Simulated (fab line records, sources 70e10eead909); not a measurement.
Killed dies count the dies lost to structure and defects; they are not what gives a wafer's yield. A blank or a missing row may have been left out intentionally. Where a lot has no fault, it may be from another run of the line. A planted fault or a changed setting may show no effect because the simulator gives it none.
Chamber matching / flow nand harc / 4 sister chambers for NHARC_A_STAIRCASE_CMP_450 on cmp-03
The step polishes SiO2, target thk 200 nm. 4 wafers are shown with their chamber, then 7 later ones without.

WAFERS, EACH WITH ITS CHAMBER
wafer=L087.5; chamber=2; motor current A (A)=11.8
wafer=L093.1; chamber=0; motor current A (A)=13.5
wafer=L090.2; chamber=3; motor current A (A)=13.8
wafer=L090.4; chamber=1; motor current A (A)=12.9

WAFERS WHOSE CHAMBER IS MISSING
wafer=L090.5; motor current A (A)=12.7
wafer=L091.2; motor current A (A)=12.8
wafer=L091.4; motor current A (A)=15.3
wafer=L091.6; motor current A (A)=12.0
wafer=L097.1; motor current A (A)=11.8
wafer=L097.2; motor current A (A)=13.7
wafer=L097.6; motor current A (A)=11.9

THE CHAMBER EACH PASSED THROUGH
wafer=L090.5; from the rows above=can't be placed: 1 or 0 or 2 or 3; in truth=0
wafer=L091.2; from the rows above=can't be placed: 1 or 0 or 2 or 3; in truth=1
wafer=L091.4; from the rows above=can't be placed: 3 or 0 or 1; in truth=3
wafer=L091.6; from the rows above=can't be placed: 2 or 1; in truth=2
wafer=L097.1; from the rows above=can't be placed: 2 or 1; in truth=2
wafer=L097.2; from the rows above=can't be placed: 3 or 0 or 1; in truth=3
wafer=L097.6; from the rows above=can't be placed: 2 or 1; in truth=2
Placed correctly: 0 of 7. Not placeable from these rows: 7 (in 7, the candidates include the true chamber). 0 placed wrongly.
How it was worked out, from the rows above alone: a wafer's distance from a chamber is the root of the sum, over the readings, of the square of ((its reading less the chamber's mean) divided by the reading's scatter). If the next closest chamber is less than 2 further off than the closest, the wafer can't be placed; otherwise it belongs to the closest. The mean given for a chamber averages the wafers shown for that chamber. The scatter: with one shown wafer a chamber, the root of the mean of the squares of how far each hidden wafer lies from its nearest shown one.
